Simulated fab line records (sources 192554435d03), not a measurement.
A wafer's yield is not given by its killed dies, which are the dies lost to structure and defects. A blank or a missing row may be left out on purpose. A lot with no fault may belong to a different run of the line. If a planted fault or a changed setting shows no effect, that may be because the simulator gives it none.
fab line records	flow n5-finfet
record lots=5	wafers=15	last-day=17
route steps=1938 shown BEOL_M3@981 BEOL_M4@1111 PASSIVATION@1936
lots that met no fault: taken from a fault-free run of the same line
start-h: start of the lot's first displayed wafer, in hours after the record's first day	wait-h: hours elapsed since this lot's preceding step	" repeats the value in the row above	L1.1+2: a row that stands for several wafers	- value missing, or start not given	* or withheld: withheld	< > ~ a bound
route shown NAME@n: names a module that has steps shown in the file, with the first one's number in the route	usual: mean/standard deviation taken from wafers without a fault	same: alike in all rows	chamber/n: place in a boat	sites: each site's reading	_std_site: standard deviation across them	_edge_site: inner sites' mean taken away from outer sites' mean	radius-mm: how far each site lies from the wafer's centre	mask NAME#n: copy n	behind: the last tool/chamber to shape the wafer	hold: cause of the lot's hold/its duration in hours/its outcome	device: names the non-switching transistor (n, p or np)	end of line: tests run on the same wafers once the route is complete	a step given without rows: its recipe and nothing more	killed: the dies lost at the first sort to structure and to defects; this is not the yield of the wafer	map: a wafer's dies, x killed, . not, _ none there
set.NAME: the setting that was run; set.NAME@STEP: the one run at that earlier step	model.NAME: the simulator's own value behind a step, which no gauge read
lots at some steps of the route; a table a step, a row a wafer
services: when a tool's chamber went out of use (start-h, in hours from the record's first day, below 0 if earlier), for how many hours, and the reason
## steps
# step N5_BEOL_M3_ETCH_41
# recipe chemistry=CH3F/O2	target=SiCN	target-depth-a=299	taper-deg=2	time-s=52.5	ion-energy-ev=120	mask-material=TiN	pressure-mtorr=30	source-w=395	bias-w=75	Ar_flow_sccm=150	CH3F_flow_sccm=30	O2_flow_sccm=20
# step N5_BEOL_M3_STRIP_97
# recipe chemistry=N2/H2	time-s=10	power-w=450	temp-c=40	pressure-mtorr=20	rf-frequency-hz=6e+07	bias-power-w=7	n2-flow-sccm=200	h2-flow-sccm=200
# step N5_BEOL_M3_HM_STRIP_39
# recipe chemistry=peroxide-tin-strip	material=TiN	target-depth-a=250	temp-c=50	time-s=158
# step N5_BEOL_M3_SRD_40
# recipe time-s=30	temp-c=23	rinse-liquid=diw	dry=ipa-marangoni
# step N5_BEOL_M3_PRECLEAN_42
# recipe chemistry=residue-remover	time-s=60	temp-c=40
# step N5_BEOL_M3_SRD_43
# recipe time-s=30	temp-c=23	rinse-liquid=diw	dry=ipa-marangoni
# step N5_BEOL_M3_DEGAS_44
# recipe ambient=vacuum	temp-c=250	time-s=60
# step N5_BEOL_M3_PRE_CLEAN_45
# recipe gas=H2/He	time-s=30	temp-c=250
# step N5_BEOL_M3_ALD_84
# recipe material=TaN	target-thk-a=*	temp-c=275	ald-precursor-family=PDMAT	ald-co-reactant=NH3	pressure-torr=3	carrier-flow-sccm=1500	pulse-time-s=2	purge-time-s=3	co-reactant-purge-time-s=2	co-reactant-pulse-time-s=3	ald-cycles=30	precursor-vessel-temp-c=75	precursor-vessel-pressure-torr=26.25	precursor-vessel-carrier-sccm=1000
# step N5_BEOL_M3_SURFACE_TREAT_85
# recipe gas=Ar	time-s=*	ion-energy-ev=*	ion-current-ma-cm2=0.5	pressure-mtorr=*	ar-flow-sccm=30
# step N5_BEOL_M3_CVD_47
# recipe material=Co	target-thk-a=30	temp-c=withheld	precursor=CCTBA/H2	pressure-torr=30	time-s=223.8
# usual chamber-pressure-Torr=30.00/0.066	run-length-s=246.4/0.62
lot.wafer	tool	chamber	start-h	wait-h	chamber-pressure-Torr	run-length-s	since-wet-clean-h
L115.2	cvd-co-01	2	179.20	0.1	29.88	246.9	480
L115.3	"	0	"	"	30.09	247.4	939
L115.6	"	0	"	"	30.07	247.0	-
L126.2	cvd-co-02	0	246.91	0.2	-	-	-
L126.5	"	1	"	"	-	-	-
L126.6	"	0	"	"	-	-	-
L127.1	cvd-co-02	0	250.76	0.1	-	-	-
L127.2	"	2	"	"	-	-	-
L127.6	"	1	"	"	-	-	-
L129.2	cvd-co-01	1	283.57	0.0	-	-	-
L129.3	"	2	"	"	-	-	-
L129.6	"	0	"	"	-	-	-
L131.1	cvd-co-02	2	289.82	0.1	30.00	245.8	371
L131.4	"	1	"	"	29.96	245.8	-
L131.5	"	2	"	"	30.11	246.0	-
# step N5_BEOL_M3_SPUTTER_48
# recipe material=Cu	target-thk-a=45	temp-c=-20	chamber-pressure-pa=0.07	power-w=withheld	time-s=8.29
# step N5_BEOL_M3_ANNEAL_49
# recipe temp-c=400	time-s=240	ambient=vacuum
# step N5_BEOL_M3_SPUTTER_79
# recipe material=Cu	target-thk-a=45	temp-c=-20	chamber-pressure-pa=0.07	power-w=withheld	time-s=8.29
# step N5_BEOL_M3_ANNEAL_80
# recipe temp-c=400	time-s=240	ambient=vacuum
# step N5_BEOL_M3_SPUTTER_81
# recipe material=Cu	target-thk-a=45	temp-c=-20	chamber-pressure-pa=0.07	power-w=withheld	time-s=8.29
# step N5_BEOL_M3_ANNEAL_82
# recipe temp-c=400	time-s=240	ambient=vacuum
# step N5_BEOL_M3_SPUTTER_86
# recipe material=Cu	target-thk-a=45	temp-c=-20	chamber-pressure-pa=0.07	power-w=withheld	time-s=8.29
# step N5_BEOL_M3_ANNEAL_87
# recipe temp-c=400	time-s=240	ambient=vacuum
# step N5_BEOL_M3_SPUTTER_88
# recipe material=Cu	target-thk-a=45	temp-c=-20	chamber-pressure-pa=0.07	power-w=withheld	time-s=8.29
# step N5_BEOL_M3_ANNEAL_89
# recipe temp-c=400	time-s=240	ambient=vacuum
# step N5_BEOL_M3_SPUTTER_90
# recipe material=Cu	target-thk-a=45	temp-c=-20	chamber-pressure-pa=0.07	power-w=withheld	time-s=8.29
# step N5_BEOL_M3_ANNEAL_91
# recipe temp-c=400	time-s=240	ambient=vacuum
# step N5_BEOL_M3_SPUTTER_92
# recipe material=Cu	target-thk-a=45	temp-c=-20	chamber-pressure-pa=0.07	power-w=withheld	time-s=8.29
# step N5_BEOL_M3_ANNEAL_93
# recipe temp-c=400	time-s=240	ambient=vacuum
# step N5_BEOL_M3_SPUTTER_94
# recipe material=Cu	target-thk-a=45	temp-c=-20	chamber-pressure-pa=0.07	power-w=withheld	time-s=8.29
# step N5_BEOL_M3_ANNEAL_95
# recipe temp-c=400	time-s=240	ambient=vacuum
# step N5_BEOL_M3_SPUTTER_96
# recipe material=Cu	target-thk-a=45	temp-c=-20	chamber-pressure-pa=0.07	power-w=withheld	time-s=8.29
# step N5_BEOL_M3_ECD_50
# recipe material=Cu	target-thk-a=3000
# step N5_BEOL_M3_ANNEAL_51
# recipe temp-c=225	time-s=90	ambient=N2
# step N5_BEOL_M3_CMP_52
# recipe stop-on=SiOC	t-overpolish-s=6.8	down-force-psi=1	platen-rpm=50	clearing-platen-down-force-psi=1.5	clearing-platen-rpm=50	post-cmp-clean=cu-alkaline	target-thk-nm=40	clearing-platen-pad-velocity-m-s=0.99484	pad-velocity-m-s=0.99484
# usual barrier-field-endpoint-s=24.6/0.59	clearing-platen-down-force-psi=1.4996/0.0027	motor-current-A=5.9/0.5
lot.wafer	tool	chamber	start-h	wait-h	barrier-field-endpoint-s	clearing-platen-down-force-psi	motor-current-A	model.Cu_of_BEOL_M3_ECD_50.thk-nm
L115.2	cmp-02	3	181.88	0.3	24.3	1.4966	5.6	39
L115.3	"	0	"	"	26.0	1.4989	6.1	40.4
L115.6	"	3	"	"	24.6	1.4946	5.9	39.8
L126.2	cmp-02	3	249.45	0.2	20.4	1.5017	5.9	40.8
L126.5	"	3	"	"	20.9	1.4996	5.7	40.6
L126.6	"	0	"	"	20.5	1.4986	6.5	42
L127.1	cmp-02	0	253.45	0.3	20.1	1.5013	6.0	42
L127.2	"	1	"	"	20.3	1.4969	5.8	42.2
L127.6	"	0	"	"	20.7	1.5051	6.2	44.6
L129.3	cmp-01	1	286.05	0.2	21.3	1.4997	6.0	43.4
L129.2	"	3	"	"	20.8	1.4992	6.8	42
L129.6	"	1	"	"	21.4	1.4999	6.3	44.2
L131.1	cmp-01	3	292.36	0.3	23.9	1.4985	6.6	39
L131.4	"	1	"	"	24.1	1.4973	6.4	41.6
L131.5	"	3	"	"	23.8	1.4995	6.5	40.6
# step N5_BEOL_M4_RC_MEAS_101
# usual DIBL_N=37.0/1.7	DIBL_P=36.7/2	IOFF_N=0.17/0.035	IOFF_P=0.22/0.035	ION_N=672/12	ION_P=461/7.5	SS_N=71.6/0.67	SS_P=73.4/0.64	VT_N=250/3.5	VT_P=-250/3.5
lot.wafer	tool	chamber	start-h	wait-h	DIBL_N[mV/V]	DIBL_P[mV/V]	IOFF_N[nA/um]	IOFF_P[nA/um]	ION_N[uA/um]	ION_P[uA/um]	SS_N[mV/dec]	SS_P[mV/dec]	VT_N[mV]	VT_P[mV]
L115.2	prober-02	0	193.20	0.2	38.1	37.3	0.18	0.21	667	448	72.1	73.8	249	-253
L115.3	"	0	"	"	41.8	40.9	0.27	0.27	685	456	72.6	75.3	241	-250
L115.6	"	0	"	"	37.6	36.0	0.16	0.19	677	455	71.5	72.8	249	-251
L131.1	prober-02	0	302.21	0.0	38.1	38.9	0.17	0.20	667	451	71.8	73.7	251	-252
L131.4	"	0	"	"	37.7	39.0	0.17	0.21	667	457	72.5	74.0	251	-252
L131.5	"	0	"	"	39.2	39.0	0.19	0.21	674	460	72.1	73.5	248	-250
# step N5_PASSIVATION_PROBE_49
# usual defect-limited-yield=91.1/1.3	killed_at_M0_to_M3=35/11	killed_at_M4_up=13/5.4	killed-at-contacts=14/6.5	killed-at-front-end=41/11	killed-at-other=4/3.1	killed-dies=106/15	killed-on-rim=14/3.7	killed-open=69/12	killed-short=35/7	sort_bin_5_function=5.2/0.86	sort_bin_6_memory=3.4/0.64	sort-n-pass=1074/15	sort-yield-pct=91.0/1.3
# same gross-dies=1180	killed-at-back-side=0	sort_bin_4_leakage[%]=0	sort_bin_8_speed[%]=0
lot.wafer	tool	chamber	start-h	wait-h	defect-limited-yield[%]	killed_at_M0_to_M3	killed_at_M4_up	killed-at-contacts	killed-at-front-end	killed-at-other	killed-dies	killed-on-rim	killed-open	killed-short	sort_bin_5_function[%]	sort_bin_6_memory[%]	sort-n-pass	sort-yield-pct[%]
L115.2	prober-01	-	293.49	0.1	91.6	46	8	15	28	2	99	21	64	34	4.7	3.1	1081	91.6
L115.3	prober-01	-	293.54	0.1	91.7	40	16	12	30	0	98	14	65	29	4.5	3.6	1082	91.7
L115.6	prober-01	-	293.69	0.3	92.6	37	7	22	19	2	87	15	55	31	4.0	3.1	1093	92.6
L126.2	prober-02	-	351.61	0.1	0	1089	24	24	38	5	1180	152	87	30	88.6	11.3	0	0
L126.5	prober-02	-	351.76	0.2	0	1118	23	13	25	1	1180	152	67	27	89.2	10.6	0	0
L126.6	prober-02	-	351.81	0.3	0	1077	18	36	45	4	1180	152	97	32	89.4	10.5	0	0
L127.1	prober-02	-	353.23	0.0	0	1105	25	4	44	2	1180	152	73	29	88.3	11.5	0	0
L127.2	prober-02	-	353.28	0.1	0	1118	12	4	42	4	1180	152	52	28	88.9	10.8	0	0
L127.6	prober-02	-	353.48	0.3	0	1126	12	1	37	4	1180	152	50	26	90.6	9.2	0	0
L129.2	prober-02	-	406.77	0.1	0	1128	21	6	24	1	1180	152	71	31	89.7	10.2	0	0
L129.3	prober-02	-	406.82	0.1	0	1130	15	4	31	0	1180	152	61	30	89.3	10.4	0	0
L129.6	prober-02	-	406.97	0.3	0	1132	10	9	25	4	1180	152	51	28	90.0	9.7	0	0
L131.1	prober-02	-	413.25	0.0	87.8	58	14	29	33	10	144	23	84	57	6.9	4.7	1036	87.8
L131.4	prober-02	-	413.40	0.2	90.3	40	8	18	42	7	115	11	72	41	4.9	4.4	1065	90.3
L131.5	prober-02	-	413.45	0.2	88.8	47	15	10	55	5	132	17	84	46	6.6	4.2	1048	88.8
# killed by level:class
L115.2 MOL_CONTACT_COAG:geometric-particle:open=12 BEOL_M1:geometric-particle:open=9 FIN_SAQP:geometric-particle:open=8 BEOL_M3:geometric-particle:open=8 BEOL_M3:geometric-particle:short=7 BEOL_M2:geometric-particle:open=6 GATE_CUT:geometric-particle:short=5 BEOL_M0_SAQP:geometric-particle:open=5
L115.3 MOL_CONTACT_COAG:geometric-particle:open=11 BEOL_M0_SAQP:geometric-particle:open=11 STI_FIN_REVEAL:geometric-particle:open=8 BEOL_M0_SAQP:geometric-particle:short=7 DUMMY_GATE:geometric-particle:open=6 BEOL_M3:geometric-particle:open=6 BEOL_M3:geometric-particle:short=6 BEOL_M2:geometric-particle:open=5
L115.6 MOL_CONTACT_COAG:geometric-particle:open=17 BEOL_M0_SAQP:geometric-particle:short=10 BEOL_M3:geometric-particle:short=7 DUMMY_GATE:geometric-particle:open=5 MOL_CONTACT_COAG:geometric-particle:short=5 BEOL_M0_SAQP:geometric-particle:open=4 BEOL_M1:geometric-particle:open=4 BEOL_M2:geometric-particle:open=4
L126.2 BEOL_M3:area-cvd=793 BEOL_M3:interface-void-opened=270 MOL_CONTACT_COAG:geometric-particle:open=20 FIN_SAQP:geometric-particle:open=10 BEOL_M4:geometric-particle:open=10 STI_FIN_REVEAL:geometric-particle:open=9 FIN_SAQP:geometric-particle:short=6 BEOL_M3:geometric-particle:open=6
L126.5 BEOL_M3:area-cvd=848 BEOL_M3:interface-void-opened=235 MOL_CONTACT_COAG:geometric-particle:open=10 STI_FIN_REVEAL:geometric-particle:open=7 BEOL_M0_SAQP:geometric-particle:open=6 BEOL_M0_SAQP:geometric-particle:short=6 BEOL_M1:geometric-particle:open=6 BEOL_M4:geometric-particle:open=6
L126.6 BEOL_M3:area-cvd=820 BEOL_M3:interface-void-opened=230 MOL_CONTACT_COAG:geometric-particle:open=29 STI_FIN_REVEAL:geometric-particle:open=13 FIN_SAQP:geometric-particle:open=10 BEOL_M4:geometric-particle:open=10 FIN_SAQP:geometric-particle:short=8 MOL_CONTACT_COAG:geometric-particle:short=7
L127.1 BEOL_M3:area-cvd=816 BEOL_M3:interface-void-opened=259 FIN_SAQP:geometric-particle:open=14 BEOL_M4:geometric-particle:open=12 FIN_SAQP:geometric-particle:short=7 BEOL_M2:geometric-particle:short=7 BEOL_M0_SAQP:geometric-particle:open=7 BEOL_M2:geometric-particle:open=6
L127.2 BEOL_M3:area-cvd=841 BEOL_M3:interface-void-opened=258 FIN_SAQP:geometric-particle:short=11 FIN_SAQP:geometric-particle:open=9 BEOL_M0_SAQP:geometric-particle:open=8 DUMMY_GATE:geometric-particle:open=6 MOL_CONTACT_COAG:geometric-particle:open=4 STI_FIN_REVEAL:geometric-particle:open=4
L127.6 BEOL_M3:area-cvd=848 BEOL_M3:interface-void-opened=254 FIN_SAQP:geometric-particle:open=12 BEOL_M0_SAQP:geometric-particle:short=11 BEOL_M4:geometric-particle:open=9 BEOL_M0_SAQP:geometric-particle:open=9 FIN_SAQP:geometric-particle:short=7 STI_FIN_REVEAL:geometric-particle:open=5
L129.2 BEOL_M3:area-cvd=828 BEOL_M3:interface-void-opened=249 BEOL_M0_SAQP:geometric-particle:open=12 BEOL_M0_SAQP:geometric-particle:short=10 BEOL_M5:geometric-particle:open=10 BEOL_M1:geometric-particle:open=9 BEOL_M2:geometric-particle:open=9 GATE_CUT:geometric-particle:short=8
L129.3 BEOL_M3:area-cvd=849 BEOL_M3:interface-void-opened=238 BEOL_M3:geometric-particle:open=10 BEOL_M0_SAQP:geometric-particle:short=8 BEOL_M2:geometric-particle:open=8 BEOL_M1:geometric-particle:open=6 BEOL_M4:geometric-particle:open=6 STI_FIN_REVEAL:geometric-particle:open=5
L129.6 BEOL_M3:area-cvd=857 BEOL_M3:interface-void-opened=242 BEOL_M0_SAQP:geometric-particle:open=9 BEOL_M1:geometric-particle:open=8 STI_FIN_REVEAL:geometric-particle:open=7 MOL_CONTACT_COAG:geometric-particle:open=7 BEOL_M0_SAQP:geometric-particle:short=5 BEOL_M2:geometric-particle:open=5
L131.1 MOL_CONTACT_COAG:geometric-particle:open=23 BEOL_M0_SAQP:geometric-particle:short=12 BEOL_M0_SAQP:geometric-particle:open=8 BEOL_M3:geometric-particle:open=8 FIN_SAQP:geometric-particle:open=7 FIN_SAQP:geometric-particle:short=7 BEOL_M1:geometric-particle:open=7 STI_FIN_REVEAL:geometric-particle:open=6
L131.4 BEOL_M0_SAQP:geometric-particle:short=14 MOL_CONTACT_COAG:geometric-particle:open=13 FIN_SAQP:geometric-particle:open=12 FIN_SAQP:geometric-particle:short=10 STI_FIN_REVEAL:geometric-particle:open=9 BEOL_M0_SAQP:geometric-particle:open=8 BEOL_M3:geometric-particle:open=7 BEOL_M1:geometric-particle:open=5
L131.5 STI_FIN_REVEAL:geometric-particle:open=14 BEOL_M0_SAQP:geometric-particle:open=13 FIN_SAQP:geometric-particle:short=10 BEOL_M0_SAQP:geometric-particle:short=9 MOL_CONTACT_COAG:geometric-particle:open=8 BEOL_M1:geometric-particle:open=8 GATE_CUT:geometric-particle:open=7 BEOL_M4:geometric-particle:short=7
# map L126.2 (x killed, . not)
_________________xxxxxxxxxxxx________________
______________xxxxxxxxxxxxxxxxxx_____________
___________xxxxxxxxxxxxxxxxxxxxxxxx__________
__________xxxxxxxxxxxxxxxxxxxxxxxxxx_________
________xxxxxxxxxxxxxxxxxxxxxxxxxxxxxx_______
_______xxxxxxxxxxxxxxxxxxxxxxxxxxxxxxxx______
______xxxxxxxxxxxxxxxxxxxxxxxxxxxxxxxxxx_____
_____xxxxxxxxxxxxxxxxxxxxxxxxxxxxxxxxxxxx____
____xxxxxxxxxxxxxxxxxxxxxxxxxxxxxxxxxxxxxx___
___xxxxxxxxxxxxxxxxxxxxxxxxxxxxxxxxxxxxxxxx__
___xxxxxxxxxxxxxxxxxxxxxxxxxxxxxxxxxxxxxxxx__
__xxxxxxxxxxxxxxxxxxxxxxxxxxxxxxxxxxxxxxxxxx_
__xxxxxxxxxxxxxxxxxxxxxxxxxxxxxxxxxxxxxxxxxx_
_xxxxxxxxxxxxxxxxxxxxxxxxxxxxxxxxxxxxxxxxxxxx
_xxxxxxxxxxxxxxxxxxxxxxxxxxxxxxxxxxxxxxxxxxxx
_xxxxxxxxxxxxxxxxxxxxxxxxxxxxxxxxxxxxxxxxxxxx
_xxxxxxxxxxxxxxxxxxxxxxxxxxxxxxxxxxxxxxxxxxxx
_xxxxxxxxxxxxxxxxxxxxxxxxxxxxxxxxxxxxxxxxxxxx
_xxxxxxxxxxxxxxxxxxxxxxxxxxxxxxxxxxxxxxxxxxxx
_xxxxxxxxxxxxxxxxxxxxxxxxxxxxxxxxxxxxxxxxxxxx
_xxxxxxxxxxxxxxxxxxxxxxxxxxxxxxxxxxxxxxxxxxxx
__xxxxxxxxxxxxxxxxxxxxxxxxxxxxxxxxxxxxxxxxxx_
__xxxxxxxxxxxxxxxxxxxxxxxxxxxxxxxxxxxxxxxxxx_
___xxxxxxxxxxxxxxxxxxxxxxxxxxxxxxxxxxxxxxxx__
___xxxxxxxxxxxxxxxxxxxxxxxxxxxxxxxxxxxxxxxx__
____xxxxxxxxxxxxxxxxxxxxxxxxxxxxxxxxxxxxxx___
_____xxxxxxxxxxxxxxxxxxxxxxxxxxxxxxxxxxxx____
______xxxxxxxxxxxxxxxxxxxxxxxxxxxxxxxxxx_____
_______xxxxxxxxxxxxxxxxxxxxxxxxxxxxxxxx______
________xxxxxxxxxxxxxxxxxxxxxxxxxxxxxx_______
__________xxxxxxxxxxxxxxxxxxxxxxxxxx_________
___________xxxxxxxxxxxxxxxxxxxxxxxx__________
______________xxxxxxxxxxxxxxxxxx_____________
_________________xxxxxxxxxxxx________________
# map L127.1 (x killed, . not)
_________________xxxxxxxxxxxx________________
______________xxxxxxxxxxxxxxxxxx_____________
___________xxxxxxxxxxxxxxxxxxxxxxxx__________
__________xxxxxxxxxxxxxxxxxxxxxxxxxx_________
________xxxxxxxxxxxxxxxxxxxxxxxxxxxxxx_______
_______xxxxxxxxxxxxxxxxxxxxxxxxxxxxxxxx______
______xxxxxxxxxxxxxxxxxxxxxxxxxxxxxxxxxx_____
_____xxxxxxxxxxxxxxxxxxxxxxxxxxxxxxxxxxxx____
____xxxxxxxxxxxxxxxxxxxxxxxxxxxxxxxxxxxxxx___
___xxxxxxxxxxxxxxxxxxxxxxxxxxxxxxxxxxxxxxxx__
___xxxxxxxxxxxxxxxxxxxxxxxxxxxxxxxxxxxxxxxx__
__xxxxxxxxxxxxxxxxxxxxxxxxxxxxxxxxxxxxxxxxxx_
__xxxxxxxxxxxxxxxxxxxxxxxxxxxxxxxxxxxxxxxxxx_
_xxxxxxxxxxxxxxxxxxxxxxxxxxxxxxxxxxxxxxxxxxxx
_xxxxxxxxxxxxxxxxxxxxxxxxxxxxxxxxxxxxxxxxxxxx
_xxxxxxxxxxxxxxxxxxxxxxxxxxxxxxxxxxxxxxxxxxxx
_xxxxxxxxxxxxxxxxxxxxxxxxxxxxxxxxxxxxxxxxxxxx
_xxxxxxxxxxxxxxxxxxxxxxxxxxxxxxxxxxxxxxxxxxxx
_xxxxxxxxxxxxxxxxxxxxxxxxxxxxxxxxxxxxxxxxxxxx
_xxxxxxxxxxxxxxxxxxxxxxxxxxxxxxxxxxxxxxxxxxxx
_xxxxxxxxxxxxxxxxxxxxxxxxxxxxxxxxxxxxxxxxxxxx
__xxxxxxxxxxxxxxxxxxxxxxxxxxxxxxxxxxxxxxxxxx_
__xxxxxxxxxxxxxxxxxxxxxxxxxxxxxxxxxxxxxxxxxx_
___xxxxxxxxxxxxxxxxxxxxxxxxxxxxxxxxxxxxxxxx__
___xxxxxxxxxxxxxxxxxxxxxxxxxxxxxxxxxxxxxxxx__
____xxxxxxxxxxxxxxxxxxxxxxxxxxxxxxxxxxxxxx___
_____xxxxxxxxxxxxxxxxxxxxxxxxxxxxxxxxxxxx____
______xxxxxxxxxxxxxxxxxxxxxxxxxxxxxxxxxx_____
_______xxxxxxxxxxxxxxxxxxxxxxxxxxxxxxxx______
________xxxxxxxxxxxxxxxxxxxxxxxxxxxxxx_______
__________xxxxxxxxxxxxxxxxxxxxxxxxxx_________
___________xxxxxxxxxxxxxxxxxxxxxxxx__________
______________xxxxxxxxxxxxxxxxxx_____________
_________________xxxxxxxxxxxx________________
## services
tool	chamber	start-h	hours	kind
cmp-01	-	174.91	4.0	pm
cmp-01	-	178.91	-	consumable-replace:conditioner
cmp-01	-	178.91	-	consumable-replace:pad
cmp-01	-	180.08	0.8	repair
cmp-02	-	187.36	5.6	pm
cvd-co-02	-	226.00	0.7	repair
cmp-02	-	241.21	2.3	repair
cmp-01	-	244.66	2.3	repair
cvd-co-02	-	258.86	0.4	repair
cmp-02	-	277.63	3.8	repair
## key
first-sign step=N5_BEOL_M3_CVD_47	reading=tool-record	direction=missing
effect step=N5_BEOL_M3_CMP_52	reading=barrier-field-endpoint-s	direction=down	sigmas=6.6	usual=24.6	struck=20.7
effect step=N5_PASSIVATION_PROBE_49	reading=killed_at_M0_to_M3	direction=up	sigmas=98	usual=35	struck=1114
model-effect step=N5_BEOL_M3_CMP_52	value=Cu_of_BEOL_M3_ECD_50.thk-nm	without=39.4	struck=42.42
more-kills-born-at N5_BEOL_M3_CVD_47@cvd-co-02=4961	N5_BEOL_M3_CVD_47@cvd-co-01=2534
met-at N5_BEOL_M3_CVD_47
struck-wafers L126.2,L126.5,L126.6,L127.1,L127.2,L127.6,L129.2,L129.3,L129.6
later-rows-left-out L126.2,L126.5,L126.6,L127.1,L127.2,L127.6,L129.2,L129.3,L129.6
onset-between 179.20 246.91
fault kind=skipped-step-whole	tool=cvd-co-01,cvd-co-02	chamber=-	onset-h=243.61	steps=N5_BEOL_M3_CVD_47	scope=struck-lots-only
# later-rows-left-out: the simulator's readings of these wafers behind a module that went badly wrong aren't trusted and aren't shown, but for the sort
